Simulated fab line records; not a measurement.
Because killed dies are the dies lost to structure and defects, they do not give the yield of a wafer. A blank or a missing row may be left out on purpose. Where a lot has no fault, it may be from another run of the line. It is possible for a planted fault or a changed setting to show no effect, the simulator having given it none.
fab line records -- flow n5Finfet
[record] lots = 7, wafers = 39
route steps=1938 shown FIN_SAQP@96 DUMMY_GATE@237 MOL_CONTACT_COAG@613
startH: hours from the record's opening day to when the first of the lot's shown wafers began -- waitH: how many hours have passed since the lot's step before this one -- " the same as in the row above -- L1.1+2: one row covering several wafers at once -- - either no value or no given start -- * or withheld: withheld -- < > ~ a bound
route shown NAME@n: NAME is a module with steps in the file, n the number in the route of the first one -- usual: mean/standard deviation of fault-free wafers -- same: alike in all rows -- chamber/n: place in a boat -- sites: each site's reading -- _std_site: their standard deviation -- _edge_site: outer sites' mean less inner sites' -- radiusMm: for every site, how far away it sits from the centre of the wafer -- mask NAME#n: copy n -- behind: tool/chamber where the wafer was last shaped -- hold: what put the lot on hold/how long, in hours/how the hold closed -- device: names the non-switching transistor (n, p or np) -- end of line: at the end of the route, the tests of the same wafers -- a step without rows: its recipe alone -- killed: not the wafer's yield, but the dies lost to structure and defects at the first sort -- map: shows each die of a wafer: x if killed, . if not, _ if none is there
set.NAME: the setting that was run; set.NAME@STEP: the one run at that earlier step -- model.NAME: the simulator's own value behind a step, which no gauge read
lots with deliberately changed settings; one table per step, one row per wafer
[[steps]]
[step N5_FIN_SAQP_HM_DEP_03]
[recipe] material = SiNx, targetThkA = 380, tempC = 400, precursor = SiH4/NH3/N2, pressureTorr = 1.5, rfW = 300, timeS = 33.6
lot.wafer,tool,chamber,startH,waitH,set.timeS,model.SiNx_of_FIN_SAQP_HM_DEP_03.thkNm
L074.1,pecvd-03,2,22.51,0.2,33.6,37.5
L074.2,pecvd-03,1,22.51,0.2,38.65,42.55
L074.3,pecvd-03,0,22.51,0.2,38.65,43.76
L074.4,pecvd-03,1,22.51,0.2,38.65,43.21
L074.5,pecvd-03,2,22.51,0.2,33.6,37.52
L074.6,pecvd-03,0,22.51,0.2,33.6,38.45
L076.1,pecvd-02,2,34.10,0.2,29.87,33.25
L076.2,pecvd-02,0,34.10,0.2,33.6,37.76
L076.3,pecvd-02,1,34.10,0.2,33.6,37.38
L076.4,pecvd-02,1,34.10,0.2,29.87,34.17
L076.5,pecvd-02,0,34.10,0.2,33.6,38.61
L076.6,pecvd-02,2,34.10,0.2,29.87,34.1
L082.1,pecvd-02,1,68.51,0.2,33.6,38.28
L082.2,pecvd-02,0,68.51,0.2,33.6,38.5
L082.3,pecvd-02,2,68.51,0.2,30.1,34.1
L082.4,pecvd-02,1,68.51,0.2,33.6,38.88
L082.5,pecvd-02,2,68.51,0.2,30.1,34.56
L082.6,pecvd-02,0,68.51,0.2,30.1,35.01
L090.2,pecvd-02,2,117.09,0.2,33.6,38.22
L090.3,pecvd-02,1,117.09,0.2,33.6,37.33
L090.4,pecvd-02,1,117.09,0.2,33.6,38.3
L095.1,pecvd-02,1,149.04,0.3,29.19,32.84
L095.2,pecvd-02,0,149.04,0.3,33.6,38.04
L095.3,pecvd-02,2,149.04,0.3,33.6,38.29
L095.4,pecvd-02,1,149.04,0.3,29.19,33.12
L095.5,pecvd-02,2,149.04,0.3,33.6,38.69
L095.6,pecvd-02,0,149.04,0.3,29.19,33.71
L096.1,pecvd-03,0,153.18,0.3,33.6,37.39
L096.2,pecvd-03,1,153.18,0.3,28.63,31.28
L096.3,pecvd-03,2,153.18,0.3,28.63,31.2
L096.4,pecvd-03,0,153.18,0.3,33.6,37.66
L096.5,pecvd-03,1,153.18,0.3,33.6,37.75
L096.6,pecvd-03,2,153.18,0.3,28.63,31.68
L097.1,pecvd-04,0,159.78,0.2,33.6,37.69
L097.2,pecvd-04,1,159.78,0.2,33.6,37.87
L097.3,pecvd-04,2,159.78,0.2,33.6,37.28
L097.4,pecvd-04,2,159.78,0.2,37.2,42.4
L097.5,pecvd-04,1,159.78,0.2,37.2,41.77
L097.6,pecvd-04,0,159.78,0.2,37.2,42.25
[step N5_FIN_SAQP_THK_MEAS_05]
[usual] thkNm = 38.0/0.6
lot.wafer,tool,chamber,startH,waitH,set.timeS@FIN_SAQP_HM_DEP_03,thkNm
L074.1,filmMetro-02,-,22.59,0.1,33.6,37.5
L074.2,filmMetro-02,-,22.59,0.1,38.65,42.6
L074.3,filmMetro-02,-,22.59,0.1,38.65,43.8
L074.4,filmMetro-02,-,22.59,0.1,38.65,43.2
L074.5,filmMetro-02,-,22.59,0.1,33.6,37.5
L074.6,filmMetro-02,-,22.59,0.1,33.6,38.4
L076.1,filmMetro-02,-,34.19,0.1,29.87,33.3
L076.2,filmMetro-02,-,34.19,0.1,33.6,37.8
L076.3,filmMetro-02,-,34.19,0.1,33.6,37.4
L076.4,filmMetro-02,-,34.19,0.1,29.87,34.2
L076.5,filmMetro-02,-,34.19,0.1,33.6,38.6
L076.6,filmMetro-02,-,34.19,0.1,29.87,34.1
L082.1,filmMetro-02,-,68.60,0.1,33.6,38.3
L082.2,filmMetro-02,-,68.60,0.1,33.6,38.5
L082.3,filmMetro-02,-,68.60,0.1,30.1,34.1
L082.4,filmMetro-02,-,68.60,0.1,33.6,38.8
L082.5,filmMetro-02,-,68.60,0.1,30.1,34.5
L082.6,filmMetro-02,-,68.60,0.1,30.1,35.0
L090.2,filmMetro-01,-,117.18,0.1,33.6,38.2
L090.3,filmMetro-01,-,117.18,0.1,33.6,37.3
L090.4,filmMetro-01,-,117.18,0.1,33.6,38.2
L095.1,filmMetro-01,-,149.12,0.1,29.19,32.9
L095.2,filmMetro-01,-,149.12,0.1,33.6,38.1
L095.3,filmMetro-01,-,149.12,0.1,33.6,38.3
L095.4,filmMetro-01,-,149.12,0.1,29.19,33.2
L095.5,filmMetro-01,-,149.12,0.1,33.6,38.7
L095.6,filmMetro-01,-,149.12,0.1,29.19,33.7
L096.1,filmMetro-01,-,153.26,0.1,33.6,37.4
L096.2,filmMetro-01,-,153.26,0.1,28.63,31.3
L096.3,filmMetro-01,-,153.26,0.1,28.63,31.2
L096.4,filmMetro-01,-,153.26,0.1,33.6,37.7
L096.5,filmMetro-01,-,153.26,0.1,33.6,37.7
L096.6,filmMetro-01,-,153.26,0.1,28.63,31.6
L097.1,filmMetro-01,-,159.87,0.1,33.6,37.6
L097.2,filmMetro-01,-,159.87,0.1,33.6,37.9
L097.3,filmMetro-01,-,159.87,0.1,33.6,37.3
L097.4,filmMetro-01,-,159.87,0.1,37.2,42.4
L097.5,filmMetro-01,-,159.87,0.1,37.2,41.7
L097.6,filmMetro-01,-,159.87,0.1,37.2,42.2
[step N5_FIN_SAQP_PECVD_47]
[recipe] material = a-Si, targetThkA = 450, tempC = 400, precursor = SiH4/He, pressureTorr = 3, rfW = 100, timeS = 36.3
[step N5_FIN_SAQP_PECVD_48]
[recipe] material = SiNx, targetThkA = 250, tempC = 400, precursor = SiH4/NH3/N2, pressureTorr = 1.5, rfW = 300, timeS = 22.1
[step N5_FIN_SAQP_MANDREL2_REMOVE_60]
[recipe] chemistry = HBr/Cl2/O2, btTimeS = 10, target = a-Si, stopOn = SiNx, endpoint = OES-SiCl, overEtchFrac = 1, icpW = 600, biasW = 22, HBr_flow_sccm = 150, Cl2_flow_sccm = 80, O2_flow_sccm = 5, pressureMtorr = 10
[step N5_FIN_SAQP_HM_OPEN_33]
[recipe] chemistry = CH3F/O2, target = SiNx, maskMaterial = SiO2, targetDepthA = 494, timeS = 70.6, pressureMtorr = 30, sourceW = 395, biasW = 73, Ar_flow_sccm = 150, CH3F_flow_sccm = 30, O2_flow_sccm = 20, ionEnergyEv = 120, ends = cleared
[usual] etchRfOnTimeS = 69.2/1.6
lot.wafer,tool,chamber,startH,waitH,set.timeS@FIN_SAQP_HM_DEP_03,etchRfOnTimeS,model.etch.depthNm
L074.1,rieDiel-05,2,27.10,0.1,33.6,68.4,36.87
L074.2,rieDiel-05,1,27.10,0.1,38.65,79.5,41.92
L074.3,rieDiel-05,0,27.10,0.1,38.65,82.3,43.14
L074.4,rieDiel-05,3,27.10,0.1,38.65,79.4,42.58
L074.5,rieDiel-05,1,27.10,0.1,33.6,69.7,36.89
L074.6,rieDiel-05,0,27.10,0.1,33.6,71.6,37.83
L076.1,rieDiel-02,0,39.64,0.1,29.87,61.0,32.62
L076.2,rieDiel-02,1,39.64,0.1,33.6,67.7,37.13
L076.3,rieDiel-02,2,39.64,0.1,33.6,66.7,36.75
L076.4,rieDiel-02,3,39.64,0.1,29.87,61.1,33.54
L076.5,rieDiel-02,1,39.64,0.1,33.6,69.5,37.98
L076.6,rieDiel-02,0,39.64,0.1,29.87,61.8,33.47
L082.1,rieDiel-05,2,73.52,0.2,33.6,70.4,37.65
L082.2,rieDiel-05,0,73.52,0.2,33.6,70.6,37.87
L082.3,rieDiel-05,3,73.52,0.2,30.1,62.1,33.47
L082.4,rieDiel-05,3,73.52,0.2,33.6,70.8,38.25
L082.5,rieDiel-05,2,73.52,0.2,30.1,63.3,33.93
L082.6,rieDiel-05,0,73.52,0.2,30.1,63.9,34.38
L090.2,rieDiel-02,3,121.62,0.0,33.6,67.7,37.6
L090.3,rieDiel-02,1,121.62,0.0,33.6,67.3,36.7
L090.4,rieDiel-02,2,121.62,0.0,33.6,69.5,37.67
L095.1,rieDiel-01,0,154.32,0.2,29.19,60.3,32.21
L095.2,rieDiel-01,1,154.32,0.2,33.6,70.8,37.41
L095.3,rieDiel-01,3,154.32,0.2,33.6,69.1,37.66
L095.4,rieDiel-01,2,154.32,0.2,29.19,59.4,32.49
L095.5,rieDiel-01,1,154.32,0.2,33.6,72.3,38.07
L095.6,rieDiel-01,2,154.32,0.2,29.19,60.0,33.08
L096.1,rieDiel-02,0,157.72,0.0,33.6,68.9,36.76
L096.2,rieDiel-02,1,157.72,0.0,28.63,57.2,30.65
L096.3,rieDiel-02,2,157.72,0.0,28.63,56.5,30.57
L096.4,rieDiel-02,3,157.72,0.0,33.6,67.3,37.03
L096.5,rieDiel-02,2,157.72,0.0,33.6,68.6,37.12
L096.6,rieDiel-02,3,157.72,0.0,28.63,56.4,31.05
L097.1,rieDiel-02,2,166.19,0.1,33.6,68.6,37.06
L097.2,rieDiel-02,3,166.19,0.1,33.6,67.5,37.24
L097.3,rieDiel-02,0,166.19,0.1,33.6,68.7,36.66
L097.4,rieDiel-02,2,166.19,0.1,37.2,76.8,41.77
L097.5,rieDiel-02,3,166.19,0.1,37.2,74.7,41.14
L097.6,rieDiel-02,0,166.19,0.1,37.2,77.5,41.62
[step N5_DUMMY_GATE_ETCH_37]
[recipe] chemistry = N2/H2, target = SOC, targetDepthA = 600, overetchA = 300, tempC = 40, ionEnergyEv = 200, pressureMtorr = 30, sourceW = 840, biasW = 150, n2FlowSccm = 200, h2FlowSccm = 200
[usual] rfVppV = 523.3/1.9
lot.wafer,tool,chamber,startH,waitH,set.sourceW,rfVppV
L074.1,rieDiel-04,3,47.23,0.0,882.2,517.9
L074.2,rieDiel-04,2,47.23,0.0,840,521.2
L074.3,rieDiel-04,0,47.23,0.0,882.2,515.9
L074.4,rieDiel-04,0,47.23,0.0,882.2,515.4
L074.5,rieDiel-04,2,47.23,0.0,840,521.8
L074.6,rieDiel-04,3,47.23,0.0,840,526.6
L076.1,rieDiel-03,0,60.63,0.0,840,522.1
L076.2,rieDiel-03,3,60.63,0.0,840,524.5
L076.3,rieDiel-03,2,60.63,0.0,840,523.7
L076.4,rieDiel-03,2,60.63,0.0,840,525.5
L076.5,rieDiel-03,3,60.63,0.0,840,523.4
L076.6,rieDiel-03,0,60.63,0.0,840,520.5
L082.1,rieDiel-04,0,93.33,0.0,840,522.2
L082.2,rieDiel-04,3,93.33,0.0,881.2,517.5
L082.3,rieDiel-04,2,93.33,0.0,840,522.2
L082.4,rieDiel-04,3,93.33,0.0,881.2,518.7
L082.5,rieDiel-04,2,93.33,0.0,881.2,514.0
L082.6,rieDiel-04,0,93.33,0.0,840,524.2
L090.2,rieDiel-04,1,141.57,0.0,840,522.9
L090.3,rieDiel-04,0,141.57,0.0,840,524.6
L090.4,rieDiel-04,2,141.57,0.0,840,521.4
L095.1,rieDiel-03,2,174.61,0.0,840,523.7
L095.2,rieDiel-03,3,174.61,0.0,936.7,504.5
L095.3,rieDiel-03,0,174.61,0.0,840,520.0
L095.4,rieDiel-03,1,174.61,0.0,936.7,508.9
L095.5,rieDiel-03,0,174.61,0.0,840,520.9
L095.6,rieDiel-03,1,174.61,0.0,936.7,507.4
L096.1,rieDiel-06,0,179.29,0.0,840,524.0
L096.2,rieDiel-06,2,179.29,0.0,840,521.6
L096.3,rieDiel-06,3,179.29,0.0,840,520.4
L096.4,rieDiel-06,2,179.29,0.0,840,522.1
L096.5,rieDiel-06,0,179.29,0.0,840,523.4
L096.6,rieDiel-06,3,179.29,0.0,840,520.1
L097.1,rieDiel-03,1,186.42,0.0,840,527.4
L097.2,rieDiel-03,3,186.42,0.0,840,522.8
L097.3,rieDiel-03,2,186.42,0.0,979,498.7
L097.4,rieDiel-03,0,186.42,0.0,979,497.1
L097.5,rieDiel-03,0,186.42,0.0,979,496.2
L097.6,rieDiel-03,1,186.42,0.0,840,525.6
[step N5_DUMMY_GATE_ETCH_32]
[recipe] chemistry = CF4, target = SiO2, targetDepthA = 35, timeS = 3.9, ionEnergyEv = 350, pressureMtorr = 10, icpW = 800, biasW = 400, cf4FlowSccm = 80
lot.wafer,tool,chamber,startH,waitH,set.timeS,model.etch.depthNm
L074.1,rieSi-06,1,47.87,0.1,4.29,3.866
L074.2,rieSi-06,2,47.87,0.1,3.9,3.503
L074.3,rieSi-06,3,47.87,0.1,4.29,3.76
L074.4,rieSi-06,0,47.87,0.1,3.9,3.412
L074.5,rieSi-06,3,47.87,0.1,3.9,3.424
L074.6,rieSi-06,2,47.87,0.1,4.29,3.812
L076.1,rieSi-01,3,61.19,0.1,3.9,3.446
L076.2,rieSi-01,0,61.19,0.1,4.139,3.848
L076.3,rieSi-01,2,61.19,0.1,4.139,3.667
L076.4,rieSi-01,1,61.19,0.1,4.139,3.829
L076.5,rieSi-01,2,61.19,0.1,3.9,3.482
L076.6,rieSi-01,3,61.19,0.1,3.9,3.472
L082.1,rieSi-05,2,93.86,0.1,4.166,3.746
L082.2,rieSi-05,1,93.86,0.1,4.166,3.768
L082.3,rieSi-05,3,93.86,0.1,3.9,3.617
L082.4,rieSi-05,0,93.86,0.1,3.9,3.373
L082.5,rieSi-05,3,93.86,0.1,4.166,3.835
L082.6,rieSi-05,2,93.86,0.1,3.9,3.48
L090.2,rieSi-06,0,142.10,0.1,3.9,3.408
L090.3,rieSi-06,2,142.10,0.1,3.9,3.45
L090.4,rieSi-06,1,142.10,0.1,3.9,3.532
L095.1,rieSi-06,2,175.29,0.1,3.382,3.041
L095.2,rieSi-06,0,175.29,0.1,3.9,3.443
L095.3,rieSi-06,3,175.29,0.1,3.9,3.441
L095.4,rieSi-06,1,175.29,0.1,3.9,3.557
L095.5,rieSi-06,3,175.29,0.1,3.382,3.008
L095.6,rieSi-06,2,175.29,0.1,3.382,3.078
L096.1,rieSi-06,1,179.81,0.1,3.9,3.478
L096.2,rieSi-06,2,179.81,0.1,3.9,3.443
L096.3,rieSi-06,0,179.81,0.1,3.9,3.386
L096.4,rieSi-06,3,179.81,0.1,3.9,3.433
L096.5,rieSi-06,3,179.81,0.1,3.9,3.417
L096.6,rieSi-06,0,179.81,0.1,3.9,3.408
L097.1,rieSi-01,0,186.94,0.1,3.9,3.642
L097.2,rieSi-01,3,186.94,0.1,4.293,3.808
L097.3,rieSi-01,1,186.94,0.1,3.9,3.645
L097.4,rieSi-01,2,186.94,0.1,3.9,3.495
L097.5,rieSi-01,0,186.94,0.1,4.293,4.011
L097.6,rieSi-01,3,186.94,0.1,4.293,3.817
[step N5_MOL_CONTACT_COAG_ETCHBACK_136]
[recipe] chemistry = CHF3, target = SiO2, targetDepthA = 250, timeS = 16.7, ionEnergyEv = 200, pressureMtorr = 30, sourceW = 610, biasW = 170, Ar_flow_sccm = 200, CHF3_flow_sccm = 50
lot.wafer,tool,chamber,startH,waitH,set.targetDepthA
L074.1+2+3+4+5+6,rieDiel-01,"3,2,1,3,1,2",103.98,0.0,250
L076.1+2+4,rieDiel-02,"2,1,3",112.72,0.0,238.5
L076.3+5+6,rieDiel-02,"0,1,0",112.72,0.0,250
L082.1+2+6,rieDiel-02,"0,3,1",151.55,0.0,250
L082.3+4+5,rieDiel-02,"2,1,0",151.55,0.0,274
L090.2+3+4,rieDiel-01,"0,1,2",193.80,0.0,250
L095.1+4+5,rieDiel-01,"1,1,3",228.45,0.0,250
L095.2+3+6,rieDiel-01,"3,0,0",228.45,0.0,283.7
L096.1+3+4,rieDiel-02,"3,0,2",241.41,0.0,221.5
L096.2+5+6,rieDiel-02,"1,2,1",241.41,0.0,250
L097.1+2+5,rieDiel-02,"2,0,0",243.01,0.0,250
L097.3+4+6,rieDiel-02,"1,3,3",243.01,0.0,226.2
[step N5_MOL_CONTACT_COAG_STRIP_120]
[recipe] chemistry = CHF3, resist = SiARC, rfFrequencyHz = 6e+07
[step N5_MOL_CONTACT_COAG_VIA_ETCH_117]
[recipe] chemistry = C4F6/O2, targetDepthA = 400, overetchA = 80, maskMaterial = SOC, target = SiO2, biasW = 455, pressureMtorr = 10, timeS = 26, sourceW = 325, Ar_flow_sccm = 300, C4F6_flow_sccm = 10, O2_flow_sccm = 10, ionEnergyEv = 575.3, ends = endPoint
lot.wafer,tool,chamber,startH,waitH,set.targetDepthA@MOL_CONTACT_COAG_ETCHBACK_136,model.etch.depthNm,model.MOL_CONTACT_COAG.featureDepthNm
L074.1+4,rieDiel-01,3,104.01,0.0,250,39.08,39
L074.2,rieDiel-01,2,104.01,0.0,250,39.03,39
L074.3,rieDiel-01,1,104.01,0.0,250,40.33,40.4
L074.5,rieDiel-01,1,104.01,0.0,250,40.2,40.2
L074.6,rieDiel-01,2,104.01,0.0,250,39.11,39.2
L076.1,rieDiel-02,2,112.75,0.0,238.5,40.55,40.6
L076.2,rieDiel-02,1,112.75,0.0,238.5,40.61,40.6
L076.3+6,rieDiel-02,0,112.75,0.0,250,40.29,40.2
L076.4,rieDiel-02,3,112.75,0.0,238.5,40.27,40.2
L076.5,rieDiel-02,1,112.75,0.0,250,39.42,39.4
L082.1,rieDiel-02,0,151.58,0.0,250,40.12,40.2
L082.2,rieDiel-02,3,151.58,0.0,250,39.39,39.4
L082.3,rieDiel-02,2,151.58,0.0,274,37.61,37.6
L082.4,rieDiel-02,1,151.58,0.0,274,37.75,37.8
L082.5,rieDiel-02,0,151.58,0.0,274,37.87,37.8
L082.6,rieDiel-02,1,151.58,0.0,250,40.15,40.2
L090.2,rieDiel-01,0,193.84,0.0,250,39.96,40
L090.3,rieDiel-01,1,193.84,0.0,250,40.41,40.4
L090.4,rieDiel-01,2,193.84,0.0,250,39.45,39.4
L095.1,rieDiel-01,1,228.49,0.0,250,40.55,40.6
L095.2,rieDiel-01,3,228.49,0.0,283.7,36.33,36.4
L095.3,rieDiel-01,0,228.49,0.0,283.7,36.7,36.6
L095.4,rieDiel-01,1,228.49,0.0,250,40.68,40.6
L095.5,rieDiel-01,3,228.49,0.0,250,39.22,39.2
L095.6,rieDiel-01,0,228.49,0.0,283.7,36.58,36.6
L096.1,rieDiel-02,3,241.45,0.0,221.5,42.68,42.6
L096.2,rieDiel-02,1,241.45,0.0,250,40.63,40.6
L096.3,rieDiel-02,0,241.45,0.0,221.5,43.39,43.4
L096.4,rieDiel-02,2,241.45,0.0,221.5,43.13,43.2
L096.5,rieDiel-02,2,241.45,0.0,250,40.22,40.2
L096.6,rieDiel-02,1,241.45,0.0,250,40.64,40.6
L097.1,rieDiel-02,2,243.04,0.0,250,40.16,40.2
L097.2,rieDiel-02,0,243.04,0.0,250,40.44,40.4
L097.3,rieDiel-02,1,243.04,0.0,226.2,42.87,42.8
L097.4,rieDiel-02,3,243.04,0.0,226.2,41.95,42
L097.5,rieDiel-02,0,243.04,0.0,250,40.45,40.4
L097.6,rieDiel-02,3,243.04,0.0,226.2,42.15,42.2
[[key]]
[split] step = N5_FIN_SAQP_HM_DEP_03, setting = timeS, stated = 33.6, by = wafer
[response] step = N5_FIN_SAQP_HM_DEP_03, reading = model.SiNx_of_FIN_SAQP_HM_DEP_03.thkNm, change = +0.389, per = 1%, r = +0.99
[response] step = N5_FIN_SAQP_THK_MEAS_05, reading = thkNm, change = *, per = 1%, r = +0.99
[response] step = N5_FIN_SAQP_HM_OPEN_33, reading = etchRfOnTimeS, change = *, per = 1%, r = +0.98
[response] step = N5_FIN_SAQP_HM_OPEN_33, reading = model.etch.depthNm, change = +0.389, per = 1%, r = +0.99
[split] step = N5_DUMMY_GATE_ETCH_37, setting = sourceW, stated = 840, by = wafer
[response] step = N5_DUMMY_GATE_ETCH_37, reading = rfVppV, change = -1.52, per = 1%, r = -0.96
[split] step = N5_DUMMY_GATE_ETCH_32, setting = timeS, stated = 3.9, by = wafer
[response] step = N5_DUMMY_GATE_ETCH_32, reading = model.etch.depthNm, change = +0.0352, per = 1%, r = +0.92
[split] step = N5_MOL_CONTACT_COAG_ETCHBACK_136, setting = targetDepthA, stated = 250, by = wafer
[response] step = N5_MOL_CONTACT_COAG_VIA_ETCH_117, reading = model.etch.depthNm, change = -0.232, per = 1%, r = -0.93
[response] step = N5_MOL_CONTACT_COAG_VIA_ETCH_117, reading = model.MOL_CONTACT_COAG.featureDepthNm, change = -0.234, per = 1%, r = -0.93
